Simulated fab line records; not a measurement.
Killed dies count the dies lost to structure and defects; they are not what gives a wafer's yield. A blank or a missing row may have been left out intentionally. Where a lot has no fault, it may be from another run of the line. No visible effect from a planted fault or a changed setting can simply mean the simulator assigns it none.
fab line records + flow n5-finfet + part 2 of 2: steps 5 to 6 of 6
record
- lots=22
- wafers=66
- last-day=18
route steps=1938 shown BEOL_M12@1649 BEOL_M14@1730
lots untouched by any fault: they come from a run of this same line in which no faults occurred
start-h: the number of hours between the record's first day and the start of the first shown wafer of the lot + wait-h: hours from the lot's prior step to this one + " repeats the value in the row above + L1.1+2: a row that stands for several wafers + - value missing, or start not given + * or withheld: withheld + < > ~ a bound
route shown NAME@n: NAME is a module with steps in the file, n the number in the route of the first one + usual: mean and standard deviation over wafers with no fault + same: alike in all rows + chamber/n: place in a boat + sites: each site's reading + _std_site: standard deviation across them + _edge_site: the outer-site mean with the inner-site mean subtracted + radius-mm: for every site, how far away it sits from the centre of the wafer + mask NAME#n: copy n + behind: the most recent tool/chamber to have shaped the wafer + hold: the reason the lot was held/the length of the hold in hours/how it ended + device: whichever transistor did not switch (one of n, p or np) + end of line: the route-end tests of the same wafers + a step given without rows: its recipe and nothing more + killed: not the wafer's yield, but the dies lost to structure and defects at the first sort + map: shows each die of a wafer: x if killed, . if not, _ if none is there
set.NAME: setting as actually run; set.NAME@STEP: the setting as run at that earlier step + model.NAME: the simulator's own value behind a step, which no gauge read
one table for each step of the route and one row for each wafer, over a sample of lots
services: when a tool's chamber went out of use (start-h, in hours from the record's first day, below 0 if earlier), for how many hours, and the reason
## steps
# step N5_BEOL_M14_ETCH_68
# recipe
- chemistry=N2/H2
- target=SOC
- mask-material=SiARC
- source-w=3000
- bias-w=350
- temp-c=40
- time-s=450
- ion-energy-ev=200
- pressure-mtorr=30
- n2-flow-sccm=200
- h2-flow-sccm=200
# usual
- drypump-motor-current-A=5.7/0.42
- oes-product-au=0.83/0.067
- rf-vpp-V=524.0/2.4
- showerhead-plenum-p-Torr=2.55/0.083
- throttle-valve-pct=17.65/0.19
# same
- time-s=450
| lot.wafer | tool        | chamber | start-h | wait-h | drypump-motor-current-A | oes-product-au | rf-hours-counter-h | rf-vpp-V | showerhead-plenum-p-Torr | throttle-valve-pct |
|-----------|-------------|---------|---------|--------|-------------------------|----------------|--------------------|----------|--------------------------|--------------------|
| L076.2    | rie-diel-04 | 2       | 254.62  | 0.1    | 5.8                     | 0.99           | 8                  | 521.8    | 2.49                     | 17.49              |
| L076.5    | "           | 0       | "       | "      | 5.2                     | 0.89           | -                  | 521.9    | 2.48                     | 17.08              |
| L076.6    | "           | 1       | "       | "      | 5.4                     | 0.85           | -                  | 526.1    | 2.59                     | 17.62              |
| L074.2    | rie-diel-05 | 0       | 255.75  | 0.1    | 5.8                     | 0.86           | 55                 | 522.9    | 2.48                     | 17.73              |
| L074.3    | "           | 3       | "       | "      | 5.2                     | 0.84           | 62                 | 528.4    | 2.70                     | 17.71              |
| L074.6    | "           | 1       | "       | "      | 5.7                     | 0.82           | -                  | 519.6    | 2.47                     | 17.84              |
| L077.2    | rie-diel-05 | 0       | 256.47  | 0.1    | 5.8                     | 0.86           | 56                 | 521.6    | 2.48                     | 17.73              |
| L077.3    | "           | 2       | "       | "      | 6.6                     | 0.96           | 9                  | 525.5    | 2.63                     | 17.83              |
| L077.6    | "           | 1       | "       | "      | 5.6                     | 0.82           | -                  | 522.0    | 2.47                     | 17.83              |
| L075.1    | rie-diel-04 | 2       | 257.12  | 0.1    | 5.7                     | 0.99           | 9                  | 521.5    | 2.49                     | 17.49              |
| L075.3    | "           | 3       | "       | "      | 6.5                     | 0.70           | 229                | 525.3    | 2.61                     | 17.88              |
| L075.5    | "           | 1       | "       | "      | 5.4                     | 0.85           | -                  | 525.3    | 2.59                     | 17.62              |
| L078.2    | rie-diel-02 | 2       | 271.12  | 0.1    | 6.2                     | 0.79           | 109                | 527.4    | 2.65                     | 17.52              |
| L078.3    | "           | 0       | "       | "      | 5.8                     | 0.70           | 222                | 519.5    | 2.40                     | 17.76              |
| L078.6    | "           | 3       | "       | "      | 5.6                     | 0.86           | -                  | 525.1    | 2.58                     | 17.46              |
| L079.1    | rie-diel-05 | 1       | 277.51  | 0.1    | 5.6                     | 0.82           | 80                 | 521.6    | 2.47                     | 17.84              |
| L079.2    | "           | 3       | "       | "      | 5.2                     | 0.84           | 68                 | 527.6    | 2.70                     | 17.72              |
| L079.5    | "           | 2       | "       | "      | 6.6                     | 0.95           | -                  | 526.3    | 2.63                     | 17.83              |
| L080.1    | rie-diel-05 | 2       | 284.03  | 0.1    | 6.5                     | 0.93           | 17                 | 525.0    | 2.62                     | 17.86              |
| L080.4    | "           | 0       | "       | "      | 5.7                     | 0.84           | 64                 | 521.2    | 2.48                     | 17.75              |
| L080.5    | "           | 0       | "       | "      | 5.8                     | 0.85           | -                  | 521.9    | 2.48                     | 17.75              |
| L082.1    | rie-diel-04 | 2       | 306.91  | 0.1    | 5.7                     | 0.93           | 27                 | 522.4    | 2.48                     | 17.51              |
| L082.2    | "           | 1       | "       | "      | 5.4                     | 0.83           | 86                 | 524.8    | 2.58                     | 17.65              |
| L082.4    | "           | 2       | "       | "      | 5.8                     | 0.93           | -                  | 521.2    | 2.48                     | 17.52              |
| L081.3    | rie-diel-02 | 1       | 307.67  | 0.1    | 5.2                     | 0.82           | 96                 | 523.7    | 2.58                     | 17.74              |
| L081.4    | "           | 2       | "       | "      | 6.2                     | 0.76           | 119                | 525.6    | 2.65                     | 17.52              |
| L081.6    | "           | 2       | "       | "      | 6.2                     | 0.77           | -                  | 526.8    | 2.65                     | 17.52              |
| L085.3    | rie-diel-05 | 0       | 307.92  | 0.1    | 5.7                     | 0.84           | 72                 | 519.7    | 2.47                     | 17.77              |
| L085.5    | "           | 0       | "       | "      | 5.8                     | 0.84           | -                  | 521.6    | 2.47                     | 17.75              |
| L085.6    | "           | 3       | "       | "      | 5.2                     | 0.82           | -                  | 528.2    | 2.70                     | 17.73              |
| L083.1    | rie-diel-02 | 1       | 309.87  | 0.1    | 5.2                     | 0.81           | 97                 | 525.8    | 2.58                     | 17.75              |
| L083.3    | "           | 2       | "       | "      | 6.2                     | 0.77           | 120                | 527.0    | 2.65                     | 17.54              |
| L083.5    | "           | 3       | "       | "      | 5.7                     | 0.83           | -                  | 525.3    | 2.58                     | 17.47              |
| L084.3    | rie-diel-02 | 2       | 310.60  | 0.1    | 6.2                     | 0.77           | 121                | 527.3    | 2.65                     | 17.53              |
| L084.4    | "           | 1       | "       | "      | 5.3                     | 0.81           | 98                 | 524.1    | 2.57                     | 17.77              |
| L084.6    | "           | 1       | "       | "      | 5.2                     | 0.82           | -                  | 524.2    | 2.57                     | 17.76              |
| L087.3    | rie-diel-05 | 0       | 330.15  | 0.1    | 5.8                     | 0.83           | 79                 | 520.5    | 2.47                     | 17.78              |
| L087.4    | "           | 3       | "       | "      | 5.2                     | 0.82           | 86                 | 527.1    | 2.69                     | 17.75              |
| L087.5    | "           | 2       | "       | "      | 6.5                     | 0.92           | -                  | 525.5    | 2.62                     | 17.87              |
| L088.1    | rie-diel-02 | 0       | 335.56  | 0.1    | 5.8                     | 0.68           | 243                | 519.3    | 2.39                     | 17.81              |
| L088.3    | "           | 3       | "       | "      | 5.7                     | 0.83           | 68                 | 524.4    | 2.58                     | 17.49              |
| L088.4    | "           | 1       | "       | "      | 5.2                     | 0.80           | 106                | 524.4    | 2.57                     | 17.79              |
| L086.1    | rie-diel-05 | 3       | 336.70  | 0.1    | 5.2                     | 0.81           | 88                 | 528.0    | 2.69                     | 17.77              |
| L086.3    | "           | 1       | "       | "      | 5.6                     | 0.79           | 99                 | 521.0    | 2.46                     | 17.87              |
| L086.4    | "           | 0       | "       | "      | 5.8                     | 0.82           | 81                 | 521.4    | 2.47                     | 17.78              |
| L093.2    | rie-diel-04 | 1       | 356.08  | 0.1    | 5.4                     | 0.81           | 103                | 524.8    | 2.57                     | 17.68              |
| L093.4    | "           | 0       | "       | "      | 5.2                     | 0.85           | -                  | 523.2    | 2.46                     | 17.14              |
| L093.6    | "           | 1       | "       | "      | 5.4                     | 0.82           | -                  | 524.2    | 2.57                     | 17.70              |
| L090.1    | rie-diel-02 | 1       | 359.27  | 0.1    | 5.2                     | 0.79           | 115                | 525.5    | 2.57                     | 17.78              |
| L090.3    | "           | 3       | "       | "      | 5.7                     | 0.81           | 78                 | 524.3    | 2.57                     | 17.51              |
| L090.5    | "           | 1       | "       | "      | 5.2                     | 0.80           | -                  | 523.2    | 2.57                     | 17.81              |
| L092.1    | rie-diel-02 | 2       | 360.87  | 0.1    | 6.2                     | 0.75           | 139                | 526.2    | 2.64                     | 17.54              |
| L092.2    | "           | 3       | "       | "      | 5.7                     | 0.81           | 79                 | 526.5    | 2.57                     | 17.51              |
| L092.3    | "           | 1       | "       | "      | 5.2                     | 0.79           | 116                | 524.0    | 2.57                     | 17.78              |
| L095.1    | rie-diel-04 | 3       | 391.87  | 0.1    | 6.5                     | 0.99           | 9                  | 525.9    | 2.59                     | 17.41              |
| L095.3    | "           | 0       | "       | "      | 5.2                     | 0.81           | 75                 | 521.6    | 2.45                     | 17.18              |
| L095.6    | "           | 2       | "       | "      | 5.8                     | 0.89           | -                  | 522.3    | 2.46                     | 17.57              |
| L094.3    | rie-diel-04 | 3       | 395.96  | 0.1    | 6.5                     | 0.98           | 11                 | 525.7    | 2.59                     | 17.42              |
| L094.5    | "           | 2       | "       | "      | 5.8                     | 0.89           | -                  | 523.0    | 2.46                     | 17.58              |
| L094.6    | "           | 3       | "       | "      | 6.5                     | 0.97           | -                  | 525.3    | 2.59                     | 17.43              |
| L097.1    | rie-diel-02 | 0       | 397.69  | 0.1    | 5.8                     | 0.97           | 7                  | 527.8    | 2.70                     | 17.36              |
| L097.3    | "           | 1       | "       | "      | 5.2                     | 0.79           | 128                | 524.2    | 2.56                     | 17.79              |
| L097.6    | "           | 3       | "       | "      | 5.6                     | 0.80           | -                  | 524.8    | 2.57                     | 17.52              |
| L096.1    | rie-diel-05 | 3       | 407.29  | 0.1    | 5.2                     | 0.79           | 108                | 526.1    | 2.68                     | 17.77              |
| L096.4    | "           | 2       | "       | "      | 6.5                     | 0.86           | 57                 | 525.8    | 2.61                     | 17.91              |
| L096.5    | "           | 3       | "       | "      | 5.2                     | 0.80           | -                  | 527.2    | 2.68                     | 17.77              |
# step N5_BEOL_M14_STRIP_37
# recipe
- chemistry=O2
- power-w=600
- temp-c=60
- pressure-mtorr=30
- rf-frequency-hz=6e+07
- bias-power-w=0
- overash-fraction=0.3
- o2-flow-sccm=225
# usual
- drypump-motor-current-A=5.7/0.42
- oes-product-au=0.83/0.068
- rf-vpp-V=3.7/0.89
- showerhead-plenum-p-Torr=2.09/0.067
- throttle-valve-pct=16.51/0.21
| lot.wafer | tool        | chamber | start-h | wait-h | drypump-motor-current-A | oes-product-au | rf-hours-counter-h | rf-vpp-V | showerhead-plenum-p-Torr | throttle-valve-pct |
|-----------|-------------|---------|---------|--------|-------------------------|----------------|--------------------|----------|--------------------------|--------------------|
| L076.2    | rie-diel-04 | 1       | 259.08  | 4.0    | 5.4                     | 0.83           | 68                 | 2.3      | 2.13                     | 16.52              |
| L076.5    | "           | 2       | "       | "      | 5.8                     | 0.97           | -                  | 4.0      | 2.04                     | 16.38              |
| L076.6    | "           | 3       | "       | "      | 6.4                     | 0.69           | -                  | 5.4      | 2.16                     | 16.87              |
| L074.2    | rie-diel-05 | 2       | 259.12  | 2.9    | 6.5                     | 0.97           | 10                 | 3.1      | 2.15                     | 16.63              |
| L074.3    | "           | 3       | "       | "      | 5.2                     | 0.84           | 63                 | 4.9      | 2.21                     | 16.54              |
| L074.6    | "           | 1       | "       | "      | 5.6                     | 0.82           | -                  | 4.3      | 2.03                     | 16.70              |
| L077.2    | rie-diel-02 | 2       | 259.79  | 2.9    | 6.2                     | 0.79           | 106                | 2.9      | 2.20                     | 16.52              |
| L077.3    | "           | 3       | "       | "      | 5.6                     | 0.86           | 44                 | 3.3      | 2.13                     | 16.28              |
| L077.6    | "           | 2       | "       | "      | 6.2                     | 0.79           | -                  | 4.1      | 2.20                     | 16.56              |
| L075.1    | rie-diel-02 | 1       | 260.43  | 2.9    | 5.2                     | 0.81           | 83                 | 3.4      | 2.12                     | 16.58              |
| L075.3    | "           | 2       | "       | "      | 6.2                     | 0.80           | 106                | 3.4      | 2.20                     | 16.51              |
| L075.5    | "           | 0       | "       | "      | 5.8                     | 0.69           | -                  | 3.1      | 1.98                     | 16.72              |
| L078.2    | rie-diel-04 | 1       | 271.97  | 0.4    | 5.3                     | 0.83           | 73                 | 3.3      | 2.12                     | 16.57              |
| L078.3    | "           | 0       | "       | "      | 5.2                     | 0.87           | 29                 | 3.0      | 2.04                     | 16.08              |
| L078.6    | "           | 1       | "       | "      | 5.3                     | 0.82           | -                  | 3.5      | 2.12                     | 16.54              |
| L079.1    | rie-diel-05 | 3       | 278.83  | 0.9    | 5.2                     | 0.85           | 69                 | 3.8      | 2.21                     | 16.52              |
| L079.2    | "           | 0       | "       | "      | 5.8                     | 0.84           | 62                 | 2.9      | 2.03                     | 16.49              |
| L079.5    | "           | 1       | "       | "      | 5.6                     | 0.80           | -                  | 3.6      | 2.03                     | 16.71              |
| L080.1    | rie-diel-04 | 1       | 291.21  | 6.7    | 5.4                     | 0.83           | 80                 | 3.7      | 2.12                     | 16.55              |
| L080.4    | "           | 0       | "       | "      | 5.2                     | 0.86           | 36                 | 2.8      | 2.03                     | 16.08              |
| L080.5    | "           | 3       | "       | "      | 6.5                     | 0.69           | -                  | 3.4      | 2.16                     | 16.85              |
| L082.1    | rie-diel-04 | 2       | 308.83  | 1.5    | 5.8                     | 0.94           | 28                 | 4.0      | 2.03                     | 16.38              |
| L082.2    | "           | 1       | "       | "      | 5.4                     | 0.82           | 87                 | 5.0      | 2.12                     | 16.56              |
| L082.4    | "           | 0       | "       | "      | 5.2                     | 0.86           | -                  | 3.2      | 2.03                     | 16.08              |
| L081.3    | rie-diel-04 | 0       | 309.06  | 1.0    | 5.2                     | 0.86           | 44                 | 3.6      | 2.03                     | 16.09              |
| L081.4    | "           | 2       | "       | "      | 5.8                     | 0.92           | -                  | 4.4      | 2.03                     | 16.39              |
| L081.6    | "           | 0       | "       | "      | 5.2                     | 0.85           | -                  | 3.8      | 2.03                     | 16.08              |
| L085.3    | rie-diel-02 | 0       | 313.20  | 4.8    | 5.8                     | 0.68           | 235                | 3.9      | 1.98                     | 16.77              |
| L085.5    | "           | 1       | "       | "      | 5.2                     | 0.81           | -                  | 3.5      | 2.11                     | 16.60              |
| L085.6    | "           | 2       | "       | "      | 6.2                     | 0.77           | -                  | 2.9      | 2.20                     | 16.54              |
| L083.1    | rie-diel-04 | 0       | 313.28  | 3.0    | 5.2                     | 0.85           | 46                 | 3.3      | 2.03                     | 16.10              |
| L083.3    | "           | 2       | "       | "      | 5.8                     | 0.91           | 31                 | 2.3      | 2.03                     | 16.39              |
| L083.5    | "           | 2       | "       | "      | 5.8                     | 0.92           | -                  | 4.3      | 2.03                     | 16.37              |
| L084.3    | rie-diel-02 | 3       | 313.51  | 2.5    | 5.6                     | 0.85           | 60                 | 2.2      | 2.12                     | 16.33              |
| L084.4    | "           | 0       | "       | "      | 5.8                     | 0.70           | 235                | 4.3      | 1.98                     | 16.74              |
| L084.6    | "           | 0       | "       | "      | 5.8                     | 0.68           | -                  | 2.5      | 1.98                     | 16.73              |
| L087.3    | rie-diel-04 | 2       | 330.91  | 0.3    | 5.7                     | 0.92           | 37                 | 2.5      | 2.03                     | 16.41              |
| L087.4    | "           | 2       | "       | "      | 5.8                     | 0.91           | -                  | 5.4      | 2.03                     | 16.40              |
| L087.5    | "           | 0       | "       | "      | 5.2                     | 0.84           | -                  | 2.4      | 2.03                     | 16.09              |
| L088.1    | rie-diel-05 | 2       | 339.53  | 3.5    | 6.5                     | 0.90           | 35                 | 4.5      | 2.14                     | 16.62              |
| L088.3    | "           | 1       | "       | "      | 5.6                     | 0.78           | 100                | 2.9      | 2.02                     | 16.74              |
| L088.4    | "           | 0       | "       | "      | 5.8                     | 0.82           | 82                 | 2.9      | 2.02                     | 16.54              |
| L086.1    | rie-diel-02 | 2       | 340.10  | 3.0    | 6.2                     | 0.77           | 131                | 2.8      | 2.19                     | 16.59              |
| L086.3    | "           | 1       | "       | "      | 5.3                     | 0.80           | 107                | 2.4      | 2.11                     | 16.59              |
| L086.4    | "           | 3       | "       | "      | 5.6                     | 0.82           | 70                 | 2.4      | 2.12                     | 16.35              |
| L093.2    | rie-diel-04 | 2       | 357.72  | 1.2    | 5.8                     | 0.90           | 48                 | 4.3      | 2.02                     | 16.44              |
| L093.4    | "           | 2       | "       | "      | 5.8                     | 0.93           | -                  | 3.2      | 2.02                     | 16.41              |
| L093.6    | "           | 1       | "       | "      | 5.4                     | 0.81           | -                  | 2.7      | 2.11                     | 16.59              |
| L090.1    | rie-diel-05 | 0       | 362.66  | 3.0    | 5.7                     | 0.80           | 92                 | 2.7      | 2.02                     | 16.58              |
| L090.3    | "           | 2       | "       | "      | 6.5                     | 0.88           | 45                 | 2.2      | 2.13                     | 16.64              |
| L090.5    | "           | 2       | "       | "      | 6.5                     | 0.88           | -                  | 2.9      | 2.13                     | 16.66              |
| L092.1    | rie-diel-04 | 2       | 362.79  | 1.5    | 5.7                     | 0.90           | 50                 | 4.1      | 2.02                     | 16.37              |
| L092.2    | "           | 0       | "       | "      | 5.2                     | 0.84           | 65                 | 4.4      | 2.02                     | 16.11              |
| L092.3    | "           | 1       | "       | "      | 5.4                     | 0.80           | 106                | 3.9      | 2.11                     | 16.59              |
| L095.1    | rie-diel-02 | 1       | 392.48  | 0.2    | 5.3                     | 0.78           | 126                | 3.1      | 2.10                     | 16.63              |
| L095.3    | "           | 0       | "       | "      | 5.8                     | 0.99           | 4                  | 2.7      | 2.23                     | 16.31              |
| L095.6    | "           | 1       | "       | "      | 5.3                     | 0.77           | -                  | 4.7      | 2.10                     | 16.66              |
| L094.3    | rie-diel-04 | 0       | 397.85  | 1.5    | 5.2                     | 0.81           | 77                 | 3.6      | 2.02                     | 16.17              |
| L094.5    | "           | 0       | "       | "      | 5.2                     | 0.81           | -                  | 4.9      | 2.02                     | 16.11              |
| L094.6    | "           | 1       | "       | "      | 5.4                     | 0.80           | -                  | 5.2      | 2.11                     | 16.64              |
| L097.1    | rie-diel-05 | 1       | 398.20  | 0.1    | 5.6                     | 0.76           | 121                | 3.9      | 2.02                     | 16.76              |
| L097.3    | "           | 2       | "       | "      | 6.5                     | 0.88           | 54                 | 5.2      | 2.13                     | 16.69              |
| L097.6    | "           | 3       | "       | "      | 5.2                     | 0.80           | -                  | 4.7      | 2.19                     | 16.64              |
| L096.1    | rie-diel-05 | 2       | 411.24  | 3.5    | 6.5                     | 0.87           | 59                 | 4.2      | 2.13                     | 16.70              |
| L096.4    | "           | 0       | "       | "      | 5.8                     | 0.79           | 106                | 5.1      | 2.02                     | 16.63              |
| L096.5    | "           | 1       | "       | "      | 5.6                     | 0.76           | -                  | 2.7      | 2.02                     | 16.79              |
## services
| tool           | chamber | start-h | hours | kind                          |
|----------------|---------|---------|-------|-------------------------------|
| rie-diel-04    | 3       | 302.35  | 11.0  | repair                        |
| rie-diel-05    | -       | 312.36  | 2.8   | pm                            |
| rie-diel-04    | 3       | 329.41  | -     | clean                         |
| rie-diel-04    | 3       | 329.41  | -     | consumable-replace:focus-ring |
| rie-diel-04    | 3       | 329.41  | 35.7  | scheduled-down                |
| rie-diel-04    | 3       | 329.41  | 35.7  | vent-cycle                    |
| pvd-sputter-01 | -       | 336.32  | 11.7  | repair                        |
| rie-diel-04    | -       | 337.78  | 6.8   | repair                        |
| rie-diel-02    | -       | 344.64  | 0.3   | repair                        |
| rie-diel-05    | 3       | 351.58  | 8.8   | repair                        |
| rie-diel-02    | 0       | 354.63  | -     | clean                         |
| rie-diel-02    | 0       | 354.63  | -     | consumable-replace:focus-ring |
| rie-diel-02    | 0       | 354.63  | -     | consumable-replace:showerhead |
| rie-diel-02    | 0       | 354.63  | 22.2  | scheduled-down                |
| rie-diel-02    | 0       | 354.63  | 22.2  | vent-cycle                    |
| pvd-sputter-02 | -       | 357.05  | 3.6   | repair                        |
| rie-diel-05    | 2       | 364.74  | 10.6  | repair                        |
| pvd-sputter-03 | -       | 367.80  | 5.5   | repair                        |
| rie-diel-04    | -       | 406.79  | 0.3   | repair                        |
